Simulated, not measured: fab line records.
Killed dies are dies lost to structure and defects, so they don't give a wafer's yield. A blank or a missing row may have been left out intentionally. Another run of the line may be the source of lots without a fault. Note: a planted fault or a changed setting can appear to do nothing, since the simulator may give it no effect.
A struck lot beside a sound one | flow nand-harc | 14 steps out of a route of 1159
Sound: wafers L974.1, L974.3, L974.6. Struck: wafer L978.1 (L978.5, L978.6, from the same lot, were not struck and are left out); the cause is given at the end.
Each step with rows lists, per side, the tool, then ch with its chambers, then its first start. Under that, the readings that differ: sound wafers | struck wafers | difference of the means | sigmas: that difference in standard deviations of wafers without a fault.
alike: words and numbers the same on both sides, and readings whose means are apart by under 2 such deviations; not compared: readings that were withheld, readings missing a value for some wafer, numbers with overlapping values and no deviation given by the record, and bounds like >300 which may hide the same value.
The two part at a step that has a row with sigmas, a row that says differs or no value, or rows on one side only. Non-overlapping numbers with no deviation appear without sigmas and do not part them. Lack of a reading on every wafer of one side parts them only where that side has two or more wafers.

first, 8 steps without rows for these wafers: NHARC_A_STAIRCASE_HMDS_177 (time 30 s); NHARC_A_STAIRCASE_COAT_178; NHARC_A_STAIRCASE_SOFTBAKE_179 (time 170 s); NHARC_A_STAIRCASE_EBR_180; NHARC_A_STAIRCASE_EXPOSE_181 (exposes mask STAIR 2); NHARC_A_STAIRCASE_PEB_182 (peb time 130 s); NHARC_A_STAIRCASE_DEVELOP_183 (time 140 s); NHARC_A_STAIRCASE_HARDBAKE_185 (time 140 s).
NHARC_A_STAIRCASE_DESCUM_186: chemistry O2, time 3 s.
  sound on rie-diel-11 ch 0,1,2, day 12 08:13; struck on rie-diel-11 ch 2, day 13 06:31
  alike: drypump-motor-current-A, o2-flow-sccm, oes-product-au, rf-vpp-V, showerhead-plenum-p-Torr, throttle-valve-pct
  not compared: rf-hours-counter-h
NHARC_A_STAIRCASE_TRIM_187: chemistry O2, time 211.2 s.
  sound on rie-diel-11 ch 1,2, day 12 08:17; struck on rie-diel-11 ch 3, day 13 06:38
  reading               | sound             | struck | difference | sigmas
  oes-product-au (a.u.) | 1.003 0.989 1.002 | 1.020  | +0.022     | +2
  alike: drypump-motor-current-A, o2-flow-sccm, rf-vpp-V, showerhead-plenum-p-Torr, throttle-valve-pct
  not compared: rf-hours-counter-h
NHARC_A_STAIRCASE_ETCH_188: etches the open film in C4F8/O2, target depth 100 nm, time 40.5 s.
  sound: rie-diel-11 ch 0,1,3; struck: rie-diel-11 ch 3
  alike: oes-product-au, rf-vpp-V
  not compared: rf-hours-counter-h
NHARC_A_STAIRCASE_TRIM_189: chemistry O2, time 211.2 s.
  sound on rie-diel-11 ch 1,2,3, day 12 08:32; struck on rie-diel-11 ch 1, day 13 06:53
  reading               | sound             | struck | difference | sigmas
  oes-product-au (a.u.) | 1.022 0.991 0.986 | 0.873  | -0.127     | -13
  alike: drypump-motor-current-A, o2-flow-sccm, rf-vpp-V, showerhead-plenum-p-Torr, throttle-valve-pct
  not compared: rf-hours-counter-h
NHARC_A_STAIRCASE_ETCH_190: etches the open film in C4F8/O2, target depth 100 nm, time 40.5 s.
  sound: rie-diel-11 ch 0,1,3; struck: rie-diel-11 ch 3
  reading               | sound             | struck | difference | sigmas
  oes-product-au (a.u.) | 0.926 0.920 0.925 | 0.968  | +0.044     | +4
  alike: rf-vpp-V
  not compared: rf-hours-counter-h
-- jump in the record: it breaks off in module A_STAIRCASE and resumes in module END (first step shown: number 1159 of the route), and 8 days separate the struck wafers' starts before and after --
NHARC_END_SORT_01:
  sound on prober-02 ch 0, day 21 16:55; struck on prober-02 ch 0, day 21 09:13
  alike: killed-at-array, killed-at-other, killed-at-periphery, killed-dies, killed-open, killed-short

WHERE THEY PART
First at NHARC_A_STAIRCASE_TRIM_187; last, within this record, at NHARC_A_STAIRCASE_ETCH_190. Later steps at which nothing parts them and some readings are alike: NHARC_END_SORT_01.

WHY: what the simulator had put in
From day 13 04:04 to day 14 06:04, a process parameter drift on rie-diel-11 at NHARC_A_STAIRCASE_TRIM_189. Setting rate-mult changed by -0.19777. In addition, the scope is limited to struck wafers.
